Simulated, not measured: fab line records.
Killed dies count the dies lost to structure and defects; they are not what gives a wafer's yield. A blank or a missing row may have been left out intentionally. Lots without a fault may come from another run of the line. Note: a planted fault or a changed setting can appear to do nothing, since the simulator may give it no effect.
Which of the tools did it? :: flow nandHarc :: 11 lots with 33 wafers sampled at 6 steps, on a route of 1302 steps

## WHAT THE GAUGES SHOWED, per wafer
NHARC_P_CONTACT_CD_MEAS_12 targets a cd of 90 nm. Usual: cdNm 89.8 nm, standard deviation 0.86.
lot: L991
measured: day 6 03:33
on: cdSem-03
cdNm (nm): 90.3 90.5 89.6
flag: 

lot: L992
measured: day 6 04:26
on: cdSem-03
cdNm (nm): 89.9 90.8 90.3
flag: 

lot: L993
measured: day 6 14:38
on: cdSem-02
cdNm (nm): 89.4 89.8 89.1
flag: 

lot: L998
measured: day 8 17:50
on: cdSem-01
cdNm (nm): 89.8 90.3 90.1
flag: 

lot: L101
measured: day 9 21:23
on: cdSem-02
cdNm (nm): 87.3 87.7 87.5
flag: 

lot: L100
measured: day 9 22:25
on: cdSem-03
cdNm (nm): 90.4 90.1 90.6
flag: 

lot: L109
measured: day 13 18:32
on: cdSem-01
cdNm (nm): 89.1 89.1 89.6
flag: 

lot: L110
measured: day 13 23:45
on: cdSem-01
cdNm (nm): 90.4 89.1 89.2
flag: 

lot: L111
measured: day 14 04:08
on: cdSem-02
cdNm (nm): 92.0 91.6 90.9
flag: 

lot: L112
measured: day 14 16:54
on: cdSem-03
cdNm (nm): 90.5 89.3 88.7
flag: 

lot: L114
measured: day 15 09:57
on: cdSem-01
cdNm (nm): 89.6 89.7 90.1
flag: 

NHARC_END_SORT_01. Usual: killedAtArray 54, standard deviation 12; killedAtOther 0.7, standard deviation 1.1; killedAtPeriphery 3.9, standard deviation 2.8; killedDies 59, standard deviation 13; killedOpen 3.4, standard deviation 2; killedShort 2.5, standard deviation 1.7.
lot: L991
measured: day 25 02:08
on: prober-01
killedAtArray: 44 49 48
killedAtOther: 1 1 1
killedAtPeriphery: 5 7 5
killedDies: 50 57 54
killedOpen: 6 8 7
killedShort: 5 4 2
flag: 

## WHAT TOOL EACH LOT RAN ON (gives the tool, then ch and the chambers of the sampled wafers, and finally the start)
lot: L991
NHARC_P_CONTACT_EXPOSE_09: arfiScanner-02 ch 0, day 6 03:25
NHARC_P_CONTACT_ETCH_35: rieDiel-08 ch 0,1,2, day 6 03:50
NHARC_P_CONTACT_ETCH_18: rieDiel-08 ch 0,1,2, day 25 02:08 or earlier
NHARC_P_CONTACT_CVD_23: cvdW-02 ch 0,1, day 25 02:08 or earlier

lot: L992
NHARC_P_CONTACT_EXPOSE_09: arfiScanner-03 ch 0, day 6 04:19
NHARC_P_CONTACT_ETCH_35: rieDiel-05 ch 0,3, day 6 04:43
NHARC_P_CONTACT_ETCH_18: rieDiel-05 ch 1,2, no start
NHARC_P_CONTACT_CVD_23: cvdW-02 ch 0,1, no start

lot: L993
NHARC_P_CONTACT_EXPOSE_09: arfiScanner-01 ch 0, day 6 14:30
NHARC_P_CONTACT_ETCH_35: rieDiel-08 ch 0,1,2, day 6 14:55
NHARC_P_CONTACT_ETCH_18: rieDiel-08 ch 0,1,2, no start
NHARC_P_CONTACT_CVD_23: cvdW-02 ch 0, no start

lot: L998
NHARC_P_CONTACT_EXPOSE_09: arfiScanner-03 ch 0, day 8 17:41
NHARC_P_CONTACT_ETCH_35: rieDiel-05 ch 0,2,3, day 8 18:07
NHARC_P_CONTACT_ETCH_18: rieDiel-05 ch 1,3, no start
NHARC_P_CONTACT_CVD_23: cvdW-02 ch 0,1, no start

lot: L101
NHARC_P_CONTACT_EXPOSE_09: arfiScanner-01 ch 0, day 9 21:15
NHARC_P_CONTACT_ETCH_35: rieDiel-05 ch 0,1,3, day 9 21:40
NHARC_P_CONTACT_ETCH_18: rieDiel-05 ch 0,1,3, no start
NHARC_P_CONTACT_CVD_23: cvdW-02 ch 0,1, no start

lot: L100
NHARC_P_CONTACT_EXPOSE_09: arfiScanner-03 ch 0, day 9 22:17
NHARC_P_CONTACT_ETCH_35: rieDiel-02 ch 0,1,2, day 9 22:41
NHARC_P_CONTACT_ETCH_18: rieDiel-02 ch 1,2,3, no start
NHARC_P_CONTACT_CVD_23: cvdW-01 ch 0,1, no start

lot: L109
NHARC_P_CONTACT_EXPOSE_09: arfiScanner-01 ch 0, day 13 18:23
NHARC_P_CONTACT_ETCH_35: rieDiel-05 ch 0,2,3, day 13 18:50
NHARC_P_CONTACT_ETCH_18: rieDiel-05 ch 0,3, no start
NHARC_P_CONTACT_CVD_23: cvdW-02 ch 0,1, no start

lot: L110
NHARC_P_CONTACT_EXPOSE_09: arfiScanner-03 ch 0, day 13 23:37
NHARC_P_CONTACT_ETCH_35: rieDiel-02 ch 0,2,3, day 14 00:02
NHARC_P_CONTACT_ETCH_18: rieDiel-02 ch 0,2,3, no start
NHARC_P_CONTACT_CVD_23: cvdW-02 ch 0,1, no start

lot: L111
NHARC_P_CONTACT_EXPOSE_09: arfiScanner-01 ch 0, day 14 03:59
NHARC_P_CONTACT_ETCH_35: rieDiel-02 ch 0,2,3, day 14 04:26
NHARC_P_CONTACT_ETCH_18: rieDiel-02 ch 2,3, no start
NHARC_P_CONTACT_CVD_23: cvdW-01 ch 0,1, no start

lot: L112
NHARC_P_CONTACT_EXPOSE_09: arfiScanner-01 ch 0, day 14 16:46
NHARC_P_CONTACT_ETCH_35: rieDiel-08 ch 1,2,3, day 14 17:11
NHARC_P_CONTACT_ETCH_18: rieDiel-08 ch 1,2,3, no start
NHARC_P_CONTACT_CVD_23: cvdW-01 ch 0,1, no start

lot: L114
NHARC_P_CONTACT_EXPOSE_09: arfiScanner-01 ch 0, day 15 09:49
NHARC_P_CONTACT_ETCH_35: rieDiel-08 ch 0,2,3, day 15 10:13
NHARC_P_CONTACT_ETCH_18: rieDiel-08 ch 0,1,2, no start
NHARC_P_CONTACT_CVD_23: cvdW-02 ch 0,1, no start
- NHARC_P_CONTACT_EXPOSE_09: exposes mask P CA, target cd 90 nm.
- NHARC_P_CONTACT_ETCH_35: etches the open film in CF4, target depth 39 nm, time 65 s.
- NHARC_P_CONTACT_ETCH_18: etches the open film in C4F8/O2/Ar, target depth 481 nm, time 240.5 s.
- NHARC_P_CONTACT_CVD_23: deposits W, target thk 200 nm, time 557 s.

## WHAT THE TOOLS THEMSELVES READ (means of the sampled wafers that have a number; where no wafer has one, the mark that the record gives instead)
NHARC_P_CONTACT_EXPOSE_09. Usual: exposureDoseMJCm2 81.20, standard deviation 0.093.
lot: L991
tool: arfiScanner-02
exposureDoseMJCm2: 81.12
flag: 

lot: L992
tool: arfiScanner-03
exposureDoseMJCm2: 81.20
flag: 

lot: L993
tool: arfiScanner-01
exposureDoseMJCm2: 81.20
flag: 

lot: L998
tool: arfiScanner-03
exposureDoseMJCm2: 81.22
flag: 

lot: L101
tool: arfiScanner-01
exposureDoseMJCm2: 81.26
flag: 

lot: L100
tool: arfiScanner-03
exposureDoseMJCm2: 81.19
flag: 

lot: L109
tool: arfiScanner-01
exposureDoseMJCm2: 81.20
flag: 

lot: L110
tool: arfiScanner-03
exposureDoseMJCm2: 81.24
flag: 

lot: L111
tool: arfiScanner-01
exposureDoseMJCm2: 81.34
flag: 

lot: L112
tool: arfiScanner-01
exposureDoseMJCm2: 81.29
flag: 

lot: L114
tool: arfiScanner-01
exposureDoseMJCm2: 81.26
flag: 

NHARC_P_CONTACT_ETCH_35. Usual: drypumpMotorCurrentA 5.7 A, standard deviation 0.36; oesProductAu 0.999 a.u., standard deviation 0.01; rfFwdPowerW 297.4 W, standard deviation 0.97; rfVppV 151.3 V, standard deviation 1.1; showerheadPlenumPTorr 1.77 Torr, standard deviation 0.067; throttleValvePct 13.283 %, standard deviation 0.0094.
lot: L991
tool: rieDiel-08
drypumpMotorCurrentA (A): 5.6
oesProductAu (a.u.): 0.983
rfFwdPowerW (W): 297.2
rfVppV (V): 150.6
showerheadPlenumPTorr (Torr): 1.77
throttleValvePct (%): 13.283
flag: 

lot: L992
tool: rieDiel-05
drypumpMotorCurrentA (A): 5.7
oesProductAu (a.u.): 0.995
rfFwdPowerW (W): 296.9
rfVppV (V): 152.6
showerheadPlenumPTorr (Torr): 1.83
throttleValvePct (%): 13.276
flag: 

lot: L993
tool: rieDiel-08
drypumpMotorCurrentA (A): 5.6
oesProductAu (a.u.): 0.992
rfFwdPowerW (W): 297.3
rfVppV (V): 151.4
showerheadPlenumPTorr (Torr): 1.77
throttleValvePct (%): 13.287
flag: 

lot: L998
tool: rieDiel-05
drypumpMotorCurrentA (A): 5.7
oesProductAu (a.u.): 0.992
rfFwdPowerW (W): 297.7
rfVppV (V): 152.0
showerheadPlenumPTorr (Torr): 1.80
throttleValvePct (%): 13.285
flag: 

lot: L101
tool: rieDiel-05
drypumpMotorCurrentA (A): 5.4
oesProductAu (a.u.): 0.991
rfFwdPowerW (W): 297.3
rfVppV (V): 150.6
showerheadPlenumPTorr (Torr): 1.76
throttleValvePct (%): 13.286
flag: 

lot: L100
tool: rieDiel-02
drypumpMotorCurrentA (A): 5.5
oesProductAu (a.u.): 1.004
rfFwdPowerW (W): 297.6
rfVppV (V): 151.7
showerheadPlenumPTorr (Torr): 1.80
throttleValvePct (%): 13.282
flag: 

lot: L109
tool: rieDiel-05
drypumpMotorCurrentA (A): 5.7
oesProductAu (a.u.): 1.006
rfFwdPowerW (W): 297.5
rfVppV (V): 151.1
showerheadPlenumPTorr (Torr): 1.79
throttleValvePct (%): 13.285
flag: 

lot: L110
tool: rieDiel-02
drypumpMotorCurrentA (A): 5.7
oesProductAu (a.u.): 1.014
rfFwdPowerW (W): 297.2
rfVppV (V): 151.5
showerheadPlenumPTorr (Torr): 1.78
throttleValvePct (%): 13.290
flag: 

lot: L111
tool: rieDiel-02
drypumpMotorCurrentA (A): 5.7
oesProductAu (a.u.): 1.002
rfFwdPowerW (W): 297.4
rfVppV (V): 151.0
showerheadPlenumPTorr (Torr): 1.78
throttleValvePct (%): 13.291
flag: 

lot: L112
tool: rieDiel-08
drypumpMotorCurrentA (A): 5.8
oesProductAu (a.u.): 1.001
rfFwdPowerW (W): 297.4
rfVppV (V): 151.4
showerheadPlenumPTorr (Torr): 1.77
throttleValvePct (%): 13.282
flag: 

lot: L114
tool: rieDiel-08
drypumpMotorCurrentA (A): 5.9
oesProductAu (a.u.): 1.004
rfFwdPowerW (W): 296.6
rfVppV (V): 152.0
showerheadPlenumPTorr (Torr): 1.79
throttleValvePct (%): 13.290
flag: 

NHARC_P_CONTACT_ETCH_18. Usual: oesProductAu 0.960 a.u., standard deviation 0.017; rfFwdPowerW 598.3 W, standard deviation 1.9; rfVppV 978 V, standard deviation 5.1.
lot: L991
tool: rieDiel-08
oesProductAu (a.u.): 0.935
rfFwdPowerW (W): 598.4
rfVppV (V): 978
flag: 

lot: L992
tool: rieDiel-05
oesProductAu (a.u.): 0.973
rfFwdPowerW (W): 599.5
rfVppV (V): 975
flag: 

lot: L993
tool: rieDiel-08
oesProductAu (a.u.): 0.963
rfFwdPowerW (W): 598.7
rfVppV (V): 978
flag: 

lot: L998
tool: rieDiel-05
oesProductAu (a.u.): 0.947
rfFwdPowerW (W): 600.7
rfVppV (V): 972
flag: 

lot: L101
tool: rieDiel-05
oesProductAu (a.u.): 0.914
rfFwdPowerW (W): 596.3
rfVppV (V): 977
flag: 

lot: L100
tool: rieDiel-02
oesProductAu (a.u.): 0.965
rfFwdPowerW (W): 597.9
rfVppV (V): 979
flag: 

lot: L109
tool: rieDiel-05
oesProductAu (a.u.): 0.956
rfFwdPowerW (W): 597.7
rfVppV (V): 977
flag: 

lot: L110
tool: rieDiel-02
oesProductAu (a.u.): 0.962
rfFwdPowerW (W): 596.3
rfVppV (V): 979
flag: 

lot: L111
tool: rieDiel-02
oesProductAu (a.u.): 0.966
rfFwdPowerW (W): 597.9
rfVppV (V): 979
flag: 

lot: L112
tool: rieDiel-08
oesProductAu (a.u.): 0.961
rfFwdPowerW (W): 600.0
rfVppV (V): 978
flag: 

lot: L114
tool: rieDiel-08
oesProductAu (a.u.): 0.926
rfFwdPowerW (W): 598.6
rfVppV (V): 978
flag: 

NHARC_P_CONTACT_CVD_23. Usual: heaterPowerW 519 W, standard deviation 37; throttleValvePct 8.0 %, standard deviation 0.51.
lot: L991
tool: cvdW-02
heaterPowerW (W): 539
throttleValvePct (%): 7.8
flag: 

lot: L992
tool: cvdW-02
heaterPowerW (W): 522
throttleValvePct (%): 8.2
flag: 

lot: L993
tool: cvdW-02
heaterPowerW (W): 519
throttleValvePct (%): 8.3
flag: 

lot: L998
tool: cvdW-02
heaterPowerW (W): 529
throttleValvePct (%): 8.0
flag: 

lot: L101
tool: cvdW-02
heaterPowerW (W): 535
throttleValvePct (%): 8.3
flag: 

lot: L100
tool: cvdW-01
heaterPowerW (W): 468
throttleValvePct (%): 7.8
flag: 

lot: L109
tool: cvdW-02
heaterPowerW (W): 561
throttleValvePct (%): 7.8
flag: 

lot: L110
tool: cvdW-02
heaterPowerW (W): 566
throttleValvePct (%): 7.8
flag: 

lot: L111
tool: cvdW-01
heaterPowerW (W): 484
throttleValvePct (%): 8.1
flag: 

lot: L112
tool: cvdW-01
heaterPowerW (W): 486
throttleValvePct (%): 7.9
flag: 

lot: L114
tool: cvdW-02
heaterPowerW (W): 563
throttleValvePct (%): 7.7
flag: 

## THE ANSWER, worked out from the rows above alone
Rule: lot off if the mean of its wafers having a number is beyond 3 standard deviations from the usual mean. A lot without any number at a reading at which 4 lots or more have one is off too. Any other lot the step has rows for is counted as sound. After the gauges, taken in route order, come the tools' own readings; for these a lot's mean is taken, as printed above. The first step at which some lot is off is used, and at that step the reading that is off furthest; a lot without a number counts as furthest.
Across all readings shown, no lot is off: no conclusion can be drawn from this.

## WHAT THE SIMULATOR HAD PUT IN
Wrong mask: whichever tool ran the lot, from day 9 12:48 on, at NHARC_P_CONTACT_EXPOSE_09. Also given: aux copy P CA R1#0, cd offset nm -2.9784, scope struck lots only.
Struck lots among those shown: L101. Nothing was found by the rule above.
